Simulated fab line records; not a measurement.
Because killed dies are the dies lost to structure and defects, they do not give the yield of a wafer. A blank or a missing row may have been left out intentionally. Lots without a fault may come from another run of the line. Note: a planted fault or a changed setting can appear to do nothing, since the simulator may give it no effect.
Matching of chambers    flow n5Finfet    N5_BEOL_M0_CMP_120 on cmp-03: 4 sister chambers
The step polishes, stops on SiOC, t overpolish 6.9 s. 8 wafers are shown with their chamber, then 11 later ones without.

## EACH WAFER AND ITS CHAMBER
wafer   chamber  motorCurrentA (A)  timeToEndpointS (s)
L078.2  2        6.1                59
L081.3  0        6.7                63
L083.3  0        7.2                60
L083.4  1        5.5                56
L085.1  1        5.7                59
L085.2  2        6.2                65
L085.3  3        6.7                69
L087.2  3        6.4                61

## WAFERS WITH NO CHAMBER GIVEN
wafer   motorCurrentA (A)  timeToEndpointS (s)
L087.3  5.5                58
L087.4  6.0                63
L088.3  5.9                65
L088.4  6.3                61
L088.5  5.9                57
L094.2  7.5                69
L094.3  6.4                70
L094.5  6.2                69
L097.2  6.1                66
L097.5  6.3                63
L097.6  6.1                66

## THE CHAMBER EACH PASSED THROUGH
wafer   from the rows above           in truth
L087.3  1                             1
L087.4  can't be placed: 2 or 1 or 3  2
L088.3  can't be placed: 2 or 1 or 3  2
L088.4  can't be placed: 2 or 3       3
L088.5  can't be placed: 1 or 2       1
L094.2  can't be placed: 0 or 3       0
L094.3  can't be placed: 3 or 2 or 0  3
L094.5  can't be placed: 2 or 3       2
L097.2  can't be placed: 2 or 3       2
L097.5  can't be placed: 2 or 3       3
L097.6  can't be placed: 2 or 3       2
1 of 11 placed correctly. Can't be placed from these rows: 10 (the true chamber is among the candidates in 10). Wrongly placed: 0.
How it was worked out, from the rows above alone: a wafer's distance from a chamber is the root of the sum, over the readings, of the square of ((its reading less the chamber's mean) divided by the reading's scatter). If the next closest chamber is less than 2 further off than the closest, the wafer can't be placed; otherwise it belongs to the closest. For every chamber, the mean is computed from those of its wafers that are shown. The scatter: take each reading less its chamber's mean, square it, sum over the shown wafers, divide by the number of wafers less the number of chambers, and take the root.
